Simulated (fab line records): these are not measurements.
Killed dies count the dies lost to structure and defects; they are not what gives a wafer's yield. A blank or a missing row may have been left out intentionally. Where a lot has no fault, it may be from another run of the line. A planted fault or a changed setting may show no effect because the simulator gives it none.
fab line records	flow n5-finfet
record: lots: 3	wafers: 9	last-day: 17
route steps=1938 shown HKMG_FIN@461 GATE_CUT@465 MOL_CONTACT_COAG@561 BEOL_M4@1111 PASSIVATION@1936
lots with no fault: from the same line, run without faults
start-h: hours from the record's first day to the start of the lot's first wafer shown	wait-h: time in hours since the lot's previous step	" identical to the entry in the row above	L1.1+2: a row that stands for several wafers	- no value, or no start given	* or withheld: withheld	< > ~ a bound
route shown NAME@n: a module of which the file shows steps, and the number in the route of the first	usual: mean/standard deviation taken from wafers without a fault	same: alike in all rows	chamber/n: place in a boat	sites: per-site readings	_std_site: their standard deviation	_edge_site: outer sites' mean less inner sites'	radius-mm: for every site, how far away it sits from the centre of the wafer	mask NAME#n: copy n	behind: the tool/chamber that last shaped the wafer	hold: what put the lot on hold/how long, in hours/how the hold closed	device: which transistor (n, p or np) failed to switch	end of line: the route-end tests of the same wafers	a step without rows: its recipe alone	killed: count of dies lost to structure and defects at first sort (not the wafer's yield)	map: a wafer's dies, x killed, . not, _ none there
set.NAME: the setting that was run; set.NAME@STEP: the one run at that earlier step	model.NAME: the simulator's own value behind a step, which no gauge read
lots seen at some steps along the route; tables by step, rows by wafer
services: from which hour (start-h, from the record's first day; less than 0 if before it) a tool's chamber was out of use, for how many hours, and why
== steps ==
step: N5_HKMG_FIN_CMP_23
recipe: stop-on: SiNx	t-overpolish-s: 10	post-cmp-clean: rinse-only	down-force-psi: 4	platen-rpm: 50.289	pad-velocity-m-s: 1.0006	target-thk-nm: 46.326
step: N5_HKMG_FIN_CMP_94
recipe: stop-on: SiNx	post-cmp-clean: w-dilute-nh4oh	t-overpolish-s: 4.7	down-force-psi: 4	platen-rpm: 50.289	pad-velocity-m-s: 1.0006	target-thk-nm: 43.299
step: N5_GATE_CUT_ETCHBACK_00
recipe: chemistry: SF6/Cl2	target: W	pressure-mtorr: 8	icp-w: 900	bias-w: 80	SF6_flow_sccm: 40	Cl2_flow_sccm: 60
step: N5_GATE_CUT_ETCH_56
recipe: chemistry: Cl2/Ar	target: TiN	target-depth-a: 216	pressure-mtorr: 10	icp-w: 600	bias-w: 60	Cl2_flow_sccm: 40	Ar_flow_sccm: 60
step: N5_GATE_CUT_ETCHBACK_30
recipe: chemistry: Cl2/Ar	target: TiN	target-depth-a: 30	mode: isotropic	pressure-mtorr: 10	icp-w: 600	bias-w: 60	Cl2_flow_sccm: 40	Ar_flow_sccm: 60
step: N5_GATE_CUT_VAPOR_ETCH_60
recipe: chemistry: BCl3/Cl2	target: HfO2	mode: isotropic
step: N5_GATE_CUT_ETCH_58
recipe: chemistry: CH3F/O2	target: SiNx	target-depth-a: 170	time-s: 128.6	ion-energy-ev: 50	pressure-mtorr: 30	source-w: 415	bias-w: 21	Ar_flow_sccm: 150	CH3F_flow_sccm: 30	O2_flow_sccm: 20
step: N5_GATE_CUT_STRIP_59
recipe: chemistry: N2/H2	time-s: 20	power-w: 100	temp-c: 40	pressure-mtorr: 100	rf-frequency-hz: 6e+07	bias-power-w: 3	n2-flow-sccm: 300	h2-flow-sccm: 300
step: N5_GATE_CUT_PRECLEAN_31
recipe: temp-c: 23	chemistry: DIW	time-s: 300
step: N5_GATE_CUT_SRD_32
recipe: time-s: 30	temp-c: 23	rinse-liquid: diw	dry: ipa-marangoni
step: N5_GATE_CUT_SAC_CAP_01
recipe: material: SiNx	target-thk-a: 240	temp-c: 400	ald-precursor-family: SiH2I2	ald-co-reactant: N2/H2-plasma	pulse-time-s: 1	ald-cycles: 480	purge-time-s: 2	co-reactant-purge-time-s: 2	pressure-torr: 2
usual: heater-power-w: 860/79	precursor-pulse-height-rel: 0.998/0.02
same: pulse-time-s: 1
lot.wafer	tool	chamber	start-h	wait-h	heater-power-w	precursor-pulse-height-rel
L633.1	ald-sin-04	0	102.03	0.0	841	0.991
L633.2	"	2	"	"	779	0.994
L633.6	"	3	103.11	1.1	956	0.985
L643.2	ald-sin-04	3	163.25	0.0	992	0.969
L643.3	"	0	"	"	842	0.982
L643.4	"	2	"	"	756	1.005
L651.2	ald-sin-01	1	210.17	0.1	902	1.027
L651.3	"	3	"	"	769	1.002
L651.4	"	2	"	"	700	0.998
step: N5_GATE_CUT_PECVD_57
recipe: material: SiNx	target-thk-a: 210	temp-c: 400	precursor: SiH4/NH3/N2	pressure-torr: 1.5	rf-w: 300
step: N5_GATE_CUT_CMP_02
recipe: stop-on: SiO2	t-overpolish-s: 12.7	post-cmp-clean: alkaline-brush	down-force-psi: 2.5	platen-rpm: 51.8	pad-velocity-m-s: 1.0307	target-thk-nm: 0
step: N5_GATE_CUT_HM_DEP_46
recipe: material: SiO2	target-thk-a: 1300	temp-c: 400	precursor: TEOS/O2	pressure-torr: 6.5	rf-w: 900	teos-flow-sccm: 161.4	gas: O2	flow-sccm: 2650	time-s: 26.6
step: N5_GATE_CUT_COAT_34
recipe: resist: SOC	temp-c: 250	time-s: 60	spin-rpm: 1500	resist-thk-nm: 60
step: N5_GATE_CUT_COAT_35
recipe: resist: SiARC	temp-c: 220	time-s: 60	spin-rpm: 1500	resist-thk-nm: 10
step: N5_GATE_CUT_COAT_27
recipe: resist: underlayer	temp-c: 205	time-s: 60	spin-rpm: 1500	resist-thk-nm: 10
step: N5_GATE_CUT_COAT_07
recipe: resist: CAR-EUV	spin-rpm: 1500	resist-thk-nm: 30
step: N5_GATE_CUT_EBR_09
recipe: solvent: PGMEA	ebr-width-mm: 1.5
step: N5_GATE_CUT_SOFTBAKE_08
recipe: temp-c: 110	time-s: 60	resist: CAR-EUV
step: N5_GATE_CUT_EXPOSE_10
recipe: mask-id: GATE_CUT	na: 0.33	source-shape: annular	sigma-inner: 0.35	sigma-outer: 0.8	polarization: unpolarized	target-cd-nm: 20	dose-mj: 43.25
step: N5_GATE_CUT_PEB_11
recipe: peb-temp-c: 100	peb-time-s: 60	resist: CAR-EUV
step: N5_GATE_CUT_DEVELOP_12
recipe: develop-time-s: 30	developer: TMAH	resist: CAR-EUV	rinse-liquid: surfactant-rinse	dry: air-spin	dev-temp-c: 23
step: N5_GATE_CUT_DESCUM_18
recipe: chemistry: O2	time-s: 7	source-power-w: 50	bias-power-w: 20	pressure-mtorr: 20	rf-frequency-hz: 2.712e+07	temp-c: 40	resist: CAR-EUV	o2-flow-sccm: 225
step: N5_GATE_CUT_ETCH_28
recipe: chemistry: N2/H2	target: underlayer	target-depth-a: 130	mask-material: CAR-EUV	time-s: 10.4	ion-energy-ev: 200	pressure-mtorr: 30	source-w: 840	bias-w: 150	n2-flow-sccm: 200	h2-flow-sccm: 200	ends: cleared
step: N5_GATE_CUT_ETCH_36
recipe: chemistry: CF4	target: SiARC	target-depth-a: 130	mask-material: CAR-EUV	time-s: 21.7	ion-energy-ev: 80	pressure-mtorr: 40	source-w: 545	bias-w: 36	Ar_flow_sccm: 100	cf4-flow-sccm: 100	ends: cleared
step: N5_GATE_CUT_ETCH_37
recipe: chemistry: N2/H2	target: SOC	target-depth-a: 600	overetch-a: 120	mask-material: SiARC	temp-c: 40	time-s: 90	ion-energy-ev: 200	pressure-mtorr: 30	source-w: 840	bias-w: 150	n2-flow-sccm: 200	h2-flow-sccm: 200
step: N5_GATE_CUT_STRIP_38
recipe: chemistry: N2/H2	temp-c: 40	n2-flow-sccm: 200	h2-flow-sccm: 200	rf-frequency-hz: 6e+07
step: N5_GATE_CUT_STRIP_39
recipe: chemistry: N2/H2	temp-c: 40	n2-flow-sccm: 200	h2-flow-sccm: 200	rf-frequency-hz: 6e+07
step: N5_GATE_CUT_HM_OPEN_40
recipe: chemistry: C4F6/O2	target: SiO2	mask-material: SiARC	target-depth-a: 1390	time-s: 85.1	ion-energy-ev: 250	pressure-mtorr: 30	source-w: 345	bias-w: 185	Ar_flow_sccm: 300	C4F6_flow_sccm: 10	O2_flow_sccm: 10	ends: cleared
step: N5_GATE_CUT_STRIP_41
recipe: chemistry: CF4	resist: SiARC	power-w: 300	bias-power-w: 75	pressure-mtorr: 50	cf4-flow-sccm: 150	rf-frequency-hz: 6e+07
step: N5_GATE_CUT_STRIP_42
recipe: chemistry: O2	power-w: 400	temp-c: 40	pressure-mtorr: 30	rf-frequency-hz: 6e+07	bias-power-w: 0	overash-fraction: 0.3	o2-flow-sccm: 225
step: N5_GATE_CUT_ETCH_19
recipe: chemistry: CH3F/O2	target: SiNx	mask-material: SiO2	target-depth-a: 537	time-s: 76.7	pressure-mtorr: 30	source-w: 395	bias-w: 73	Ar_flow_sccm: 150	CH3F_flow_sccm: 30	O2_flow_sccm: 20	ion-energy-ev: 120	ends: cleared
step: N5_GATE_CUT_CUT_ETCH_53
recipe: chemistry: SF6/Cl2	target: W	mask-material: SiO2	target-depth-a: 792	pressure-mtorr: 8	icp-w: 900	bias-w: 80	SF6_flow_sccm: 40	Cl2_flow_sccm: 60	ends: cleared
step: N5_GATE_CUT_CUT_ETCH_54
recipe: chemistry: Cl2/BCl3	target: TiN	mask-material: SiO2	target-depth-a: 967	pressure-mtorr: 10	icp-w: 1000	bias-w: 126	Cl2_flow_sccm: 53.25	bcl3-flow-sccm: 21.75	Ar_flow_sccm: 25	ends: cleared
step: N5_GATE_CUT_CUT_ETCH_55
recipe: chemistry: BCl3	target: HfO2	mask-material: SiO2	target-depth-a: 32	ion-energy-ev: 30	pressure-mtorr: 5	icp-w: 450	bias-w: 18	bcl3-flow-sccm: 80
step: N5_MOL_CONTACT_COAG_THK_MEAS_29
recipe: reads: SiNx_of_GATE_CUT_PECVD_57+SiNx_of_GATE_CUT_SAC_CAP_01
usual: MD_CAP_THK: 17.93/0.095
lot.wafer	tool	chamber	start-h	wait-h	MD_CAP_THK[nm]
L633.1	film-metro-02	-	117.63	-	17.91
L633.2	"	-	"	"	17.92
L633.6	"	-	"	"	17.97
L643.2	film-metro-01	-	183.42	-	18.07
L643.3	"	-	"	"	13.81
L643.4	"	-	"	"	17.91
L651.2	film-metro-01	-	227.42	-	18.09
L651.3	"	-	"	"	17.77
L651.4	"	-	"	"	17.89
step: N5_BEOL_M4_RC_MEAS_101
usual: DIBL_N: 37.0/2.3	DIBL_P: 37.3/2.8	IOFF_N: 0.17/0.046	IOFF_P: 0.23/0.054	ION_N: 675/14	ION_P: 460/9.3	SS_N: 71.7/0.73	SS_P: 73.6/0.95	VT_N: 249/3.9	VT_P: -250/3.9
lot.wafer	tool	chamber	start-h	wait-h	DIBL_N[mV/V]	DIBL_P[mV/V]	IOFF_N[nA/um]	IOFF_P[nA/um]	ION_N[uA/um]	ION_P[uA/um]	SS_N[mV/dec]	SS_P[mV/dec]	VT_N[mV]	VT_P[mV]
L633.1	prober-02	0	190.60	0.0	39.5	38.6	0.20	0.20	664	445	72.7	73.3	247	-256
L633.2	"	0	"	"	37.1	38.9	0.18	0.21	680	461	71.4	73.5	248	-250
L633.6	"	0	"	"	35.3	34.2	0.14	0.15	654	445	71.5	72.1	254	-255
L643.2	prober-02	0	251.04	0.2	37.3	39.3	0.23	0.29	695	473	71.2	74.5	241	-242
L643.3	"	0	"	"	35.5	37.2	0.19	0.25	679	470	71.1	73.6	243	-248
L643.4	"	0	"	"	38.5	40.0	0.26	0.32	691	472	72.5	74.4	242	-243
L651.2	prober-01	0	308.62	0.2	39.6	37.7	0.20	0.23	664	454	72.1	73.7	244	-255
L651.3	"	0	"	"	37.4	36.2	0.14	0.21	645	443	72.1	73.6	253	-253
L651.4	"	0	"	"	37.9	36.0	0.15	0.19	664	451	71.7	73.2	255	-253
step: N5_PASSIVATION_PROBE_49
usual: defect-limited-yield: 91.5/1.3	killed_at_M0_to_M3: 36/10	killed_at_M4_up: 13/4.7	killed-at-contacts: 13/6.7	killed-at-front-end: 37/9.7	killed-at-other: 2.6/2.3	killed-dies: 101/15	killed-open: 67/12	killed-short: 32/6.7	sort_bin_5_function: 5.0/0.89	sort_bin_6_memory: 3.2/0.63	sort-n-pass: 1079/16	sort-yield-pct: 91.4/1.4
same: gross-dies: 1180	killed-at-back-side: 0	sort_bin_4_leakage[%]: 0	sort_bin_8_speed[%]: 0
lot.wafer	tool	chamber	start-h	wait-h	defect-limited-yield[%]	killed_at_M0_to_M3	killed_at_M4_up	killed-at-contacts	killed-at-front-end	killed-at-other	killed-dies	killed-open	killed-short	sort_bin_5_function[%]	sort_bin_6_memory[%]	sort-n-pass	sort-yield-pct[%]
L633.1	prober-01	-	293.98	0.0	91.6	38	14	5	42	0	99	62	37	5.1	2.7	1081	91.6
L633.2	prober-01	-	294.03	0.1	90.4	59	9	10	30	5	113	71	42	5.9	3.5	1067	90.4
L633.6	prober-01	-	294.23	0.3	90.8	43	13	8	40	5	109	79	30	5.3	3.3	1071	90.8
L643.3	prober-02	-	368.43	0.1	57.0	37	10	406	48	6	507	63	33	39.2	2.8	673	57.0
killed by level:class
L633.1 FIN_SAQP:geometric-particle:short=15 FIN_SAQP:geometric-particle:open=15 BEOL_M0_SAQP:geometric-particle:open=10 BEOL_M0_SAQP:geometric-particle:short=9 BEOL_M4:geometric-particle:open=5 BEOL_M1:geometric-particle:short=5 STARTING-WAFER:geometric-particle:open=5 MOL_CONTACT_COAG:geometric-particle:open=4
L633.2 BEOL_M1:geometric-particle:open=11 BEOL_M3:geometric-particle:open=11 BEOL_M0_SAQP:geometric-particle:short=10 BEOL_M0_SAQP:geometric-particle:open=9 FIN_SAQP:geometric-particle:short=8 MOL_CONTACT_COAG:geometric-particle:open=8 BEOL_M1:geometric-particle:short=6 BEOL_M2:geometric-particle:open=6
L633.6 STI_FIN_REVEAL:geometric-particle:open=14 BEOL_M0_SAQP:geometric-particle:open=13 BEOL_M2:geometric-particle:open=9 MOL_CONTACT_COAG:geometric-particle:open=8 BEOL_M4:geometric-particle:open=8 BEOL_M0_SAQP:geometric-particle:short=6 BEOL_M3:geometric-particle:open=6 FIN_SAQP:geometric-particle:short=4
L643.3 MOL_CONTACT_COAG:area-etch=398 BEOL_M3:geometric-particle:open=10 GATE_CUT:area-cap=10 FIN_SAQP:geometric-particle:short=8 STI_FIN_REVEAL:geometric-particle:open=8 DUMMY_GATE:geometric-particle:open=7 BEOL_M1:geometric-particle:open=7 MOL_CONTACT_COAG:geometric-particle:open=6
map L643.3 (x killed, . not)
_________________.......x....________________
______________.x....xx.........._____________
___________...............x........__________
__________..x.x...........x...x....x_________
________.x............................_______
_______.........x.....x.............x..______
______..x................x...........x.x_____
_____...........xxxxxxxxxxxxx............____
____..x....x.x.xxxxxxxxxxxxxxxx..........x___
___....x...x.xxxxxxxxxxxxxxxxxxxx.....x....__
___.........xxxxxxxxxxxxxxxxxxxxx..........__
__.x......xxxxxxxxxxxxxxxxxxxxxxxx.........x_
__..x......xxxxxxxxxxxxxxxxxxxxxxxx........x_
_..........xxxxxxxxxxxxxxxxxxxxxxxxx.........
_x........xxxxxxxxxxxxxxxxxxxxxxxxxxx.......x
_.........xxxxxxxxxxxxxxxxxxxxxxxxxxx.......x
_.........xxxxxxxxxxxxxxxxxxxxxxxxxx.........
_.........xxxxxxxxxxxxxxxxxxxxxxxxxx........x
_x........xxxxxxxxxxxxxxxxxxxxxxxxxx..x......
_......xx.xxxxxxxxxxxxxxxxxxxxxxxxxx.........
_..........xxxxxxxxxxxxxxxxxxxxxxxx..........
__......xx.xxxxxxxxxxxxxxxxxxxxxxxx......x.._
__........x.xxxxxxxxxxxxxxxxxxxxxxx........._
___..x......xxxxxxxxxxxxxxxxxxxxxx.........__
___.xx........xxxxxxxxxxxxxxxxxxx......x..x__
____...........xxxxxxxxxxxxxxxx........xxx___
_____......x.....xxxxxxxxxxxx............____
______............xx...x................_____
_______x..........xx.........x.........______
________.....x........................_______
__________...............xxx....x..._________
___________.....................x..__________
______________.....xx......x...._____________
_________________............________________
map L633.2 (x killed, . not)
_________________....x.......________________
______________............x....._____________
___________.....x...x...xx.........__________
__________............x.........x..._________
________.......xx..........x.........._______
_______x....x..........x..............x______
______...........................x....x._____
_____.........xx...................x.....____
____........................x...........x.___
___.......................x................__
___x.............x.............x...x.......__
__..................x...x......x......x....._
__...........x...........................x.._
_.x............x.x.......................x...
_.........................x...x.xx..x........
_..x......x......x.................x...x.....
_.....x............x.......xx.....x...x.....x
_..x....x...x.............x..................
_x........xx.x..x.....x......................
_x..............x..x.....x....x.......x......
_x....x.x.x.........x......x.................
__................x..x...x.................._
__.....x...........................x...x...._
___........................x...x...........__
___.x...x.................................x__
____x.x..............................x....___
_____.x...x......x...x..................x____
______...x...........x................x._____
_______.....x..x......x.x..x........x..______
________x...............x..........x.._______
__________.x..............x.x......._________
___________........................__________
______________.............xx..._____________
_________________........x...________________
== services ==
tool	chamber	start-h	hours	kind
ald-sin-04	-	98.41	0.5	repair
ald-sin-04	-	143.80	6.1	pm
ald-sin-01	1	150.80	4.8	repair
ald-sin-01	3	162.13	2.0	repair
ald-sin-01	-	177.72	14.0	pm
ald-sin-01	0	177.72	14.0	vent-cycle
ald-sin-01	1	177.72	14.0	vent-cycle
ald-sin-01	2	177.72	14.0	vent-cycle
ald-sin-01	3	177.72	14.0	vent-cycle
ald-sin-01	0	191.72	-	clean
ald-sin-01	1	191.72	-	clean
ald-sin-01	2	191.72	-	clean
ald-sin-01	3	191.72	-	clean
ald-sin-01	-	193.89	14.6	pm
== key ==
first-sign: step: N5_MOL_CONTACT_COAG_THK_MEAS_29	reading: MD_CAP_THK	direction: down	sigmas: 44	usual: 17.93	struck: 13.81
effect: step: N5_PASSIVATION_PROBE_49	reading: killed-at-contacts	direction: up	sigmas: 59	usual: 13	struck: 406
more-kills-born-at: N5_MOL_CONTACT_COAG_ETCH_47@rie-diel-03: 398
met-at N5_GATE_CUT_SAC_CAP_01
struck-wafers L643.3
onset-between 102.03 163.25
fault: kind: site-profile-drift	tool: ald-sin-04	chamber: 0	onset-h: 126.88	steps: N5_GATE_CUT_SAC_CAP_01	basis: fraction	max-abs-drift: 0.3774	slope-share-per-hr: 83.867	site-pattern: 0,0,0,0,0,-1,-1,-1,-1
